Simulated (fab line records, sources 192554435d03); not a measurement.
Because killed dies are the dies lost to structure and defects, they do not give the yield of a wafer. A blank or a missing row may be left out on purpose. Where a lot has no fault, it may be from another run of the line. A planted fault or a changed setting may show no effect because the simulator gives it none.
Which tool is to blame? / flow n5 finfet / 22 lots with 66 wafers sampled at 5 steps, on a route of 1938 steps

## WHAT THE GAUGES SHOWED, per wafer
N5_BEOL_M8_CD_MEAS_28 targets a cd of 40 nm.
lot=L074; measured=day 9 16:43; on=cd sem-03; cd nm (nm)=39.85 40.47 39.65
lot=L075; measured=day 9 19:58; on=cd sem-02; cd nm (nm)=39.96 39.92 40.08
lot=L076; measured=day 9 20:08; on=cd sem-01; cd nm (nm)=40.27 40.04 40.34
lot=L077; measured=day 10 00:20; on=cd sem-02; cd nm (nm)=40.20 40.05 39.87
lot=L078; measured=day 10 15:23; on=cd sem-03; cd nm (nm)=40.26 39.80 40.32
lot=L079; measured=day 11 01:27; on=cd sem-02; cd nm (nm)=39.95 40.13 39.87
lot=L081; measured=day 11 13:55; on=cd sem-03; cd nm (nm)=39.80 39.62 40.16
lot=L082; measured=day 11 20:58; on=cd sem-03; cd nm (nm)=40.17 40.49 39.51
lot=L083; measured=day 12 01:59; on=cd sem-03; cd nm (nm)=40.17 40.03 40.27
lot=L085; measured=day 12 11:17; on=cd sem-01; cd nm (nm)=39.43 40.12 39.78
lot=L084; measured=day 12 11:23; on=cd sem-03; cd nm (nm)=39.12 39.65 39.46
lot=L086; measured=day 12 20:55; on=cd sem-03; cd nm (nm)=40.15 40.30 39.68
lot=L087; measured=day 13 05:18; on=cd sem-03; cd nm (nm)=40.13 39.95 39.76
lot=L089; measured=day 13 16:20; on=cd sem-03; cd nm (nm)=39.93 39.99 39.79
lot=L091; measured=day 13 18:11; on=cd sem-02; cd nm (nm)=39.65 39.62 39.82
lot=L090; measured=day 13 18:32; on=cd sem-03; cd nm (nm)=39.74 40.05 40.12
lot=L088; measured=day 14 04:17; on=cd sem-01; cd nm (nm)=39.20 40.02 39.88
lot=L092; measured=day 14 07:13; on=cd sem-03; cd nm (nm)=40.07 40.01 39.89
lot=L094; measured=day 15 03:56; on=cd sem-02; cd nm (nm)=39.48 39.94 40.23
lot=L093; measured=day 15 16:04; on=cd sem-01; cd nm (nm)=39.92 39.92 39.65
lot=L096; measured=day 15 21:47; on=cd sem-02; cd nm (nm)=39.67 40.05 39.70
lot=L097; measured=day 16 15:32; on=cd sem-03; cd nm (nm)=39.69 39.87 39.55

N5_BEOL_M10_INSPECT_30: inspects for defects (brightfield).
lot=L074; measured=day 10 11:56; on=defect inspect-02; raw defect count=316 729 597
lot=L075; measured=day 10 16:19; on=defect inspect-02; raw defect count=452 283 388
lot=L076; measured=day 10 16:31; on=defect inspect-02; raw defect count=413 377 409
lot=L077; measured=day 10 22:02; on=defect inspect-01; raw defect count=389 484 411
lot=L078; measured=day 11 10:33; on=defect inspect-02; raw defect count=414 335 348
lot=L079; measured=day 11 16:56; on=defect inspect-01; raw defect count=506 506 434
lot=L081; measured=day 12 03:57; on=defect inspect-02; raw defect count=410 342 432
lot=L082; measured=day 12 11:23; on=defect inspect-02; raw defect count=416 379 342
lot=L083; measured=day 12 21:05; on=defect inspect-02; raw defect count=500 583 470
lot=L085; measured=day 13 05:30; on=defect inspect-01; raw defect count=344 448 342
lot=L084; measured=day 13 05:20; on=defect inspect-02; raw defect count=544 421 388
lot=L086; measured=day 13 15:58; on=defect inspect-01; raw defect count=334 359 429
lot=L087; measured=day 13 18:46; on=defect inspect-02; raw defect count=302 314 203
lot=L089; measured=day 14 07:03; on=defect inspect-02; raw defect count=277 422 281
lot=L091; measured=day 14 12:15; on=defect inspect-01; raw defect count=383 332 433
lot=L090; measured=day 14 12:25; on=defect inspect-01; raw defect count=371 423 403
lot=L088; measured=day 14 23:47; on=defect inspect-01; raw defect count=374 431 408
lot=L092; measured=day 15 03:49; on=defect inspect-02; raw defect count=458 242 361
lot=L094; measured=day 15 21:35; on=defect inspect-02; raw defect count=517 518 558
lot=L093; measured=day 16 08:55; on=defect inspect-02; raw defect count=379 399 362
lot=L096; measured=day 16 13:32; on=defect inspect-02; raw defect count=554 463 422
lot=L097; measured=day 17 08:29; on=defect inspect-02; raw defect count=443 297 371

## WHAT TOOL EACH LOT RAN ON (gives the tool, then ch and the chambers of the sampled wafers, and finally the start)
lot=L074; N5_BEOL_M8_CMP_52=cmp-02 ch 1,3, day 9 18:58; N5_BEOL_M10_ETCH_61=rie diel-06 ch 0,1, day 10 07:45; N5_BEOL_M10_HM_OPEN_17=rie metal-03 ch 0,1, day 10 07:59
lot=L075; N5_BEOL_M8_CMP_52=cmp-02 ch 2,3, day 9 22:22; N5_BEOL_M10_ETCH_61=rie diel-02 ch 0,3, day 10 13:15; N5_BEOL_M10_HM_OPEN_17=rie metal-02 ch 0,1, day 10 13:29
lot=L076; N5_BEOL_M8_CMP_52=cmp-04 ch 0,1,2, day 9 23:43; N5_BEOL_M10_ETCH_61=rie diel-06 ch 0,3, day 10 13:05; N5_BEOL_M10_HM_OPEN_17=rie metal-01 ch 1, day 10 13:20
lot=L077; N5_BEOL_M8_CMP_52=cmp-04 ch 2,3, day 10 04:49; N5_BEOL_M10_ETCH_61=rie diel-02 ch 0,3, day 10 17:53; N5_BEOL_M10_HM_OPEN_17=rie metal-02 ch 0,1, day 10 18:07
lot=L078; N5_BEOL_M8_CMP_52=cmp-02 ch 1,2,3, day 10 18:49; N5_BEOL_M10_ETCH_61=rie diel-01 ch 2,3, day 11 07:59; N5_BEOL_M10_HM_OPEN_17=rie metal-02 ch 0,1, day 11 08:16
lot=L079; N5_BEOL_M8_CMP_52=cmp-04 ch 0,1,3, day 11 04:04; N5_BEOL_M10_ETCH_61=rie diel-02 ch 0,2,3, day 11 15:16; N5_BEOL_M10_HM_OPEN_17=rie metal-03 ch 0,1, day 11 15:31
lot=L081; N5_BEOL_M8_CMP_52=cmp-01 ch 1,3, day 11 16:31; N5_BEOL_M10_ETCH_61=rie diel-01 ch 1,3, day 12 02:57; N5_BEOL_M10_HM_OPEN_17=rie metal-03 ch 1, day 12 03:11
lot=L082; N5_BEOL_M8_CMP_52=cmp-02 ch 1,2, day 11 23:12; N5_BEOL_M10_ETCH_61=rie diel-01 ch 1,2, day 12 09:11; N5_BEOL_M10_HM_OPEN_17=rie metal-03 ch 1, day 12 09:25
lot=L083; N5_BEOL_M8_CMP_52=cmp-04 ch 0,1,3, day 12 04:49; N5_BEOL_M10_ETCH_61=rie diel-02 ch 0,2, day 12 17:47; N5_BEOL_M10_HM_OPEN_17=rie metal-02 ch 0,1, day 12 18:02
lot=L085; N5_BEOL_M8_CMP_52=cmp-01 ch 0,1, day 12 13:43; N5_BEOL_M10_ETCH_61=rie diel-02 ch 1,2, day 13 03:17; N5_BEOL_M10_HM_OPEN_17=rie metal-03 ch 1, day 13 03:33
lot=L084; N5_BEOL_M8_CMP_52=cmp-04 ch 0,1,2, day 12 14:43; N5_BEOL_M10_ETCH_61=rie diel-01 ch 0,1,2, day 13 04:28; N5_BEOL_M10_HM_OPEN_17=rie metal-02 ch 0,1, day 13 04:42
lot=L086; N5_BEOL_M8_CMP_52=cmp-01 ch 0,1, day 13 02:14; N5_BEOL_M10_ETCH_61=rie diel-06 ch 1,2,3, day 13 14:10; N5_BEOL_M10_HM_OPEN_17=rie metal-01 ch 0,1, day 13 14:27
lot=L087; N5_BEOL_M8_CMP_52=cmp-02 ch 0,3, day 13 08:29; N5_BEOL_M10_ETCH_61=rie diel-06 ch 1,2,3, day 13 17:53; N5_BEOL_M10_HM_OPEN_17=rie metal-03 ch 0,1, day 13 18:07
lot=L089; N5_BEOL_M8_CMP_52=cmp-04 ch 0,3, day 13 19:34; N5_BEOL_M10_ETCH_61=rie diel-06 ch 2,3, day 14 06:01; N5_BEOL_M10_HM_OPEN_17=rie metal-02 ch 0,1, day 14 06:15
lot=L091; N5_BEOL_M8_CMP_52=cmp-01 ch 1,2, day 13 22:37; N5_BEOL_M10_ETCH_61=rie diel-06 ch 0,3, day 14 10:25; N5_BEOL_M10_HM_OPEN_17=rie metal-03 ch 0,1, day 14 10:39
lot=L090; N5_BEOL_M8_CMP_52=cmp-04 ch 1,2,3, day 13 22:56; N5_BEOL_M10_ETCH_61=rie diel-06 ch 0,1,2, day 14 10:42; N5_BEOL_M10_HM_OPEN_17=rie metal-01 ch 0,1, day 14 10:56
lot=L088; N5_BEOL_M8_CMP_52=cmp-01 ch 2,3, day 14 07:30; N5_BEOL_M10_ETCH_61=rie diel-06 ch 0,3, day 14 18:44; N5_BEOL_M10_HM_OPEN_17=rie metal-01 ch 0,1, day 14 18:58
lot=L092; N5_BEOL_M8_CMP_52=cmp-04 ch 0,1,2, day 14 11:26; N5_BEOL_M10_ETCH_61=rie diel-01 ch 1,2,3, day 15 00:26; N5_BEOL_M10_HM_OPEN_17=rie metal-01 ch 0, day 15 00:40
lot=L094; N5_BEOL_M8_CMP_52=cmp-04 ch 0,2,3, day 15 07:29; N5_BEOL_M10_ETCH_61=rie diel-06 ch 1,2,3, day 15 19:46; N5_BEOL_M10_HM_OPEN_17=rie metal-03 ch 0, day 15 20:00
lot=L093; N5_BEOL_M8_CMP_52=cmp-02 ch 1,2, day 15 18:58; N5_BEOL_M10_ETCH_61=rie diel-01 ch 0,1,2, day 16 07:11; N5_BEOL_M10_HM_OPEN_17=rie metal-03 ch 0,1, day 16 07:26
lot=L096; N5_BEOL_M8_CMP_52=cmp-02 ch 1,2,3, day 16 00:50; N5_BEOL_M10_ETCH_61=rie diel-01 ch 2,3, day 16 10:13; N5_BEOL_M10_HM_OPEN_17=rie metal-02 ch 0,1, day 16 10:27
lot=L097; N5_BEOL_M8_CMP_52=cmp-02 ch 0,2,3, day 16 21:12; N5_BEOL_M10_ETCH_61=rie diel-02 ch 2,3, day 17 07:28; N5_BEOL_M10_HM_OPEN_17=rie metal-03 ch 0,1, day 17 07:42
- N5_BEOL_M8_CMP_52: polishes, stops on SiCOH lowk, t overpolish 6.9 s, target thk 80 nm.
- N5_BEOL_M10_ETCH_61: etches SiARC in CF4, target depth 39 nm, time 65 s.
- N5_BEOL_M10_HM_OPEN_17: chemistry Cl2/BCl3, target TiN, target depth 20 nm, overetch 6 nm.

## WHAT THE TOOLS THEMSELVES READ (means of the sampled wafers that have a number; where no wafer has one, the mark that the record gives instead)
N5_BEOL_M8_CMP_52.
lot=L074; tool=cmp-02; barrier field endpoint s (s)=28.9; motor current A (A)=5.8; overpolish run s (s)=6.898; slurry filter dp kPa (kPa)=13.52; time to endpoint s (s)=61
lot=L075; tool=cmp-02; barrier field endpoint s (s)=28.9; motor current A (A)=5.8; overpolish run s (s)=6.892; slurry filter dp kPa (kPa)=13.56; time to endpoint s (s)=59
lot=L076; tool=cmp-04; barrier field endpoint s (s)=29.6; motor current A (A)=5.6; overpolish run s (s)=6.901; slurry filter dp kPa (kPa)=13.39; time to endpoint s (s)=67
lot=L077; tool=cmp-04; barrier field endpoint s (s)=29.5; motor current A (A)=6.3; overpolish run s (s)=6.910; slurry filter dp kPa (kPa)=13.54; time to endpoint s (s)=64
lot=L078; tool=cmp-02; barrier field endpoint s (s)=29.3; motor current A (A)=5.9; overpolish run s (s)=6.904; slurry filter dp kPa (kPa)=13.48; time to endpoint s (s)=63
lot=L079; tool=cmp-04; barrier field endpoint s (s)=29.7; motor current A (A)=5.9; overpolish run s (s)=6.896; slurry filter dp kPa (kPa)=13.53; time to endpoint s (s)=65
lot=L081; tool=cmp-01; barrier field endpoint s (s)=30.0; motor current A (A)=5.8; overpolish run s (s)=6.903; slurry filter dp kPa (kPa)=13.35; time to endpoint s (s)=67
lot=L082; tool=cmp-02; barrier field endpoint s (s)=29.5; motor current A (A)=6.1; overpolish run s (s)=6.903; slurry filter dp kPa (kPa)=13.57; time to endpoint s (s)=65
lot=L083; tool=cmp-04; barrier field endpoint s (s)=28.7; motor current A (A)=5.8; overpolish run s (s)=6.902; slurry filter dp kPa (kPa)=13.42; time to endpoint s (s)=65
lot=L085; tool=cmp-01; barrier field endpoint s (s)=29.2; motor current A (A)=5.7; overpolish run s (s)=6.900; slurry filter dp kPa (kPa)=13.64; time to endpoint s (s)=63
lot=L084; tool=cmp-04; barrier field endpoint s (s)=29.5; motor current A (A)=5.7; overpolish run s (s)=6.907; slurry filter dp kPa (kPa)=13.45; time to endpoint s (s)=64
lot=L086; tool=cmp-01; barrier field endpoint s (s)=28.8; motor current A (A)=5.9; overpolish run s (s)=6.911; slurry filter dp kPa (kPa)=13.53; time to endpoint s (s)=64
lot=L087; tool=cmp-02; barrier field endpoint s (s)=27.2; motor current A (A)=5.5; overpolish run s (s)=6.896; slurry filter dp kPa (kPa)=13.56; time to endpoint s (s)=56
lot=L089; tool=cmp-04; barrier field endpoint s (s)=28.9; motor current A (A)=6.4; overpolish run s (s)=6.892; slurry filter dp kPa (kPa)=13.45; time to endpoint s (s)=62
lot=L091; tool=cmp-01; barrier field endpoint s (s)=29.0; motor current A (A)=5.5; overpolish run s (s)=6.905; slurry filter dp kPa (kPa)=13.60; time to endpoint s (s)=62
lot=L090; tool=cmp-04; barrier field endpoint s (s)=29.2; motor current A (A)=5.8; overpolish run s (s)=6.896; slurry filter dp kPa (kPa)=13.49; time to endpoint s (s)=65
lot=L088; tool=cmp-01; barrier field endpoint s (s)=29.6; motor current A (A)=6.3; overpolish run s (s)=6.904; slurry filter dp kPa (kPa)=13.39; time to endpoint s (s)=67
lot=L092; tool=cmp-04; barrier field endpoint s (s)=29.1; motor current A (A)=5.4; overpolish run s (s)=6.905; slurry filter dp kPa (kPa)=13.39; time to endpoint s (s)=63
lot=L094; tool=cmp-04; barrier field endpoint s (s)=28.3; motor current A (A)=6.1; overpolish run s (s)=6.896; slurry filter dp kPa (kPa)=13.43; time to endpoint s (s)=65
lot=L093; tool=cmp-02; barrier field endpoint s (s)=28.7; motor current A (A)=6.4; overpolish run s (s)=6.903; slurry filter dp kPa (kPa)=13.52; time to endpoint s (s)=58
lot=L096; tool=cmp-02; barrier field endpoint s (s)=27.5; motor current A (A)=5.9; overpolish run s (s)=6.898; slurry filter dp kPa (kPa)=13.34; time to endpoint s (s)=58
lot=L097; tool=cmp-02; barrier field endpoint s (s)=29.0; motor current A (A)=5.8; overpolish run s (s)=6.899; slurry filter dp kPa (kPa)=13.53; time to endpoint s (s)=61

N5_BEOL_M10_ETCH_61.
lot=L074; tool=rie diel-06; bias w (W)=36.05; drypump motor current A (A)=5.1; etch rf on time s (s)=64.9; oes product au (a.u.)=0.72; rf vpp V (V)=184.7; showerhead plenum p Torr (Torr)=2.19; throttle valve pct (%)=15.42
lot=L075; tool=rie diel-02; bias w (W)=36.02; drypump motor current A (A)=5.9; etch rf on time s (s)=65.5; oes product au (a.u.)=0.60; rf vpp V (V)=183.2; showerhead plenum p Torr (Torr)=2.03; throttle valve pct (%)=15.65
lot=L076; tool=rie diel-06; bias w (W)=35.96; drypump motor current A (A)=5.4; etch rf on time s (s)=63.1; oes product au (a.u.)=0.78; rf vpp V (V)=184.3; showerhead plenum p Torr (Torr)=2.15; throttle valve pct (%)=15.25
lot=L077; tool=rie diel-02; bias w (W)=36.05; drypump motor current A (A)=5.9; etch rf on time s (s)=65.1; oes product au (a.u.)=0.60; rf vpp V (V)=182.5; showerhead plenum p Torr (Torr)=2.03; throttle valve pct (%)=15.66
lot=L078; tool=rie diel-01; bias w (W)=35.98; drypump motor current A (A)=5.8; etch rf on time s (s)=64.0; oes product au (a.u.)=0.76; rf vpp V (V)=182.9; showerhead plenum p Torr (Torr)=2.11; throttle valve pct (%)=15.48
lot=L079; tool=rie diel-02; bias w (W)=36.02; drypump motor current A (A)=5.8; etch rf on time s (s)=65.4; oes product au (a.u.)=0.64; rf vpp V (V)=184.3; showerhead plenum p Torr (Torr)=2.11; throttle valve pct (%)=15.58
lot=L081; tool=rie diel-01; bias w (W)=35.95; drypump motor current A (A)=6.3; etch rf on time s (s)=63.7; oes product au (a.u.)=0.75; rf vpp V (V)=183.6; showerhead plenum p Torr (Torr)=2.10; throttle valve pct (%)=15.65
lot=L082; tool=rie diel-01; bias w (W)=35.96; drypump motor current A (A)=5.7; etch rf on time s (s)=64.3; oes product au (a.u.)=0.77; rf vpp V (V)=183.7; showerhead plenum p Torr (Torr)=2.10; throttle valve pct (%)=15.30
lot=L083; tool=rie diel-02; bias w (W)=36.01; drypump motor current A (A)=5.5; etch rf on time s (s)=65.0; oes product au (a.u.)=0.65; rf vpp V (V)=183.3; showerhead plenum p Torr (Torr)=2.11; throttle valve pct (%)=15.67
lot=L085; tool=rie diel-02; bias w (W)=36.03; drypump motor current A (A)=5.4; etch rf on time s (s)=68.1; oes product au (a.u.)=0.77; rf vpp V (V)=185.4; showerhead plenum p Torr (Torr)=2.27; throttle valve pct (%)=15.40
lot=L084; tool=rie diel-01; bias w (W)=35.96; drypump motor current A (A)=5.9; etch rf on time s (s)=65.0; oes product au (a.u.)=0.72; rf vpp V (V)=183.6; showerhead plenum p Torr (Torr)=2.11; throttle valve pct (%)=15.50
lot=L086; tool=rie diel-06; bias w (W)=36.01; drypump motor current A (A)=5.2; etch rf on time s (s)=65.0; oes product au (a.u.)=0.69; rf vpp V (V)=184.5; showerhead plenum p Torr (Torr)=2.13; throttle valve pct (%)=15.53
lot=L087; tool=rie diel-06; bias w (W)=35.95; drypump motor current A (A)=5.2; etch rf on time s (s)=64.4; oes product au (a.u.)=0.69; rf vpp V (V)=184.3; showerhead plenum p Torr (Torr)=2.13; throttle valve pct (%)=15.54
lot=L089; tool=rie diel-06; bias w (W)=35.91; drypump motor current A (A)=5.4; etch rf on time s (s)=64.3; oes product au (a.u.)=0.70; rf vpp V (V)=183.3; showerhead plenum p Torr (Torr)=2.13; throttle valve pct (%)=15.66
lot=L091; tool=rie diel-06; bias w (W)=36.03; drypump motor current A (A)=5.4; etch rf on time s (s)=63.1; oes product au (a.u.)=0.74; rf vpp V (V)=183.8; showerhead plenum p Torr (Torr)=2.14; throttle valve pct (%)=15.31
lot=L090; tool=rie diel-06; bias w (W)=36.14; drypump motor current A (A)=5.3; etch rf on time s (s)=65.0; oes product au (a.u.)=0.69; rf vpp V (V)=185.1; showerhead plenum p Torr (Torr)=2.18; throttle valve pct (%)=15.60
lot=L088; tool=rie diel-06; bias w (W)=35.92; drypump motor current A (A)=5.4; etch rf on time s (s)=62.9; oes product au (a.u.)=0.74; rf vpp V (V)=183.8; showerhead plenum p Torr (Torr)=2.14; throttle valve pct (%)=15.32
lot=L092; tool=rie diel-01; bias w (W)=36.00; drypump motor current A (A)=6.0; etch rf on time s (s)=63.3; oes product au (a.u.)=0.73; rf vpp V (V)=184.6; showerhead plenum p Torr (Torr)=2.09; throttle valve pct (%)=15.53
lot=L094; tool=rie diel-06; bias w (W)=36.07; drypump motor current A (A)=5.2; etch rf on time s (s)=64.0; oes product au (a.u.)=0.68; rf vpp V (V)=183.4; showerhead plenum p Torr (Torr)=2.12; throttle valve pct (%)=15.56
lot=L093; tool=rie diel-01; bias w (W)=36.05; drypump motor current A (A)=5.9; etch rf on time s (s)=66.1; oes product au (a.u.)=0.68; rf vpp V (V)=183.4; showerhead plenum p Torr (Torr)=2.10; throttle valve pct (%)=15.55
lot=L096; tool=rie diel-01; bias w (W)=36.09; drypump motor current A (A)=5.8; etch rf on time s (s)=64.2; oes product au (a.u.)=0.71; rf vpp V (V)=182.5; showerhead plenum p Torr (Torr)=2.09; throttle valve pct (%)=15.55
lot=L097; tool=rie diel-02; bias w (W)=36.03; drypump motor current A (A)=5.8; etch rf on time s (s)=65.0; oes product au (a.u.)=0.73; rf vpp V (V)=184.0; showerhead plenum p Torr (Torr)=2.26; throttle valve pct (%)=15.41

N5_BEOL_M10_HM_OPEN_17.
lot=L074; tool=rie metal-03; bias w (W)=126.0; drypump motor current A (A)=5.9; oes product au (a.u.)=0.76; throttle valve pct (%)=22.25
lot=L075; tool=rie metal-02; bias w (W)=126.2; drypump motor current A (A)=5.6; oes product au (a.u.)=0.63; throttle valve pct (%)=22.10
lot=L076; tool=rie metal-01; bias w (W)=125.8; drypump motor current A (A)=6.3; oes product au (a.u.)=0.56; throttle valve pct (%)=22.06
lot=L077; tool=rie metal-02; bias w (W)=125.7; drypump motor current A (A)=5.6; oes product au (a.u.)=0.63; throttle valve pct (%)=22.11
lot=L078; tool=rie metal-02; bias w (W)=125.7; drypump motor current A (A)=5.6; oes product au (a.u.)=0.62; throttle valve pct (%)=22.11
lot=L079; tool=rie metal-03; bias w (W)=125.9; drypump motor current A (A)=6.0; oes product au (a.u.)=0.69; throttle valve pct (%)=22.26
lot=L081; tool=rie metal-03; bias w (W)=125.8; drypump motor current A (A)=5.8; oes product au (a.u.)=0.76; throttle valve pct (%)=22.26
lot=L082; tool=rie metal-03; bias w (W)=125.8; drypump motor current A (A)=5.7; oes product au (a.u.)=0.76; throttle valve pct (%)=22.26
lot=L083; tool=rie metal-02; bias w (W)=126.2; drypump motor current A (A)=5.4; oes product au (a.u.)=0.66; throttle valve pct (%)=22.25
lot=L085; tool=rie metal-03; bias w (W)=125.9; drypump motor current A (A)=5.7; oes product au (a.u.)=0.76; throttle valve pct (%)=22.24
lot=L084; tool=rie metal-02; bias w (W)=125.7; drypump motor current A (A)=5.5; oes product au (a.u.)=0.65; throttle valve pct (%)=22.25
lot=L086; tool=rie metal-01; bias w (W)=125.9; drypump motor current A (A)=5.6; oes product au (a.u.)=0.70; throttle valve pct (%)=21.95
lot=L087; tool=rie metal-03; bias w (W)=126.2; drypump motor current A (A)=6.0; oes product au (a.u.)=0.68; throttle valve pct (%)=22.27
lot=L089; tool=rie metal-02; bias w (W)=126.0; drypump motor current A (A)=5.4; oes product au (a.u.)=0.65; throttle valve pct (%)=22.25
lot=L091; tool=rie metal-03; bias w (W)=125.5; drypump motor current A (A)=5.9; oes product au (a.u.)=0.70; throttle valve pct (%)=22.29
lot=L090; tool=rie metal-01; bias w (W)=126.0; drypump motor current A (A)=5.6; oes product au (a.u.)=0.69; throttle valve pct (%)=21.95
lot=L088; tool=rie metal-01; bias w (W)=125.2; drypump motor current A (A)=5.7; oes product au (a.u.)=0.68; throttle valve pct (%)=21.96
lot=L092; tool=rie metal-01; bias w (W)=126.2; drypump motor current A (A)=5.3; oes product au (a.u.)=0.75; throttle valve pct (%)=21.89
lot=L094; tool=rie metal-03; bias w (W)=126.3; drypump motor current A (A)=6.2; oes product au (a.u.)=0.63; throttle valve pct (%)=22.30
lot=L093; tool=rie metal-03; bias w (W)=126.0; drypump motor current A (A)=5.9; oes product au (a.u.)=0.69; throttle valve pct (%)=22.29
lot=L096; tool=rie metal-02; bias w (W)=126.0; drypump motor current A (A)=5.4; oes product au (a.u.)=0.65; throttle valve pct (%)=22.25
lot=L097; tool=rie metal-03; bias w (W)=125.6; drypump motor current A (A)=5.9; oes product au (a.u.)=0.68; throttle valve pct (%)=22.30

## THE ANSWER, worked out from the rows above alone
Rule: usual is defined by the lots themselves. Put in order of their means at a reading, lots are off if they are a third of the lots or fewer, leave a main group of 4 or more, and stand apart from it by a gap of 3 or more times the standard deviation of the main group's means; of several such gaps the widest counts. Not used: any main group whose means are identical at the precision the tables above print for the reading. Also off: a lot with no number at a reading for which 4 or more lots have one. The other lots that the step has rows for count as sound. After the gauges, taken in route order, come the tools' own readings; for these a lot's mean is taken, as printed above. At the first step where some lot is off, the reading lying furthest off is the one used; lots without a number count as furthest.
Across all readings shown, no lot is off: no conclusion can be drawn from this.

## WHAT WAS PUT IN BY THE SIMULATOR
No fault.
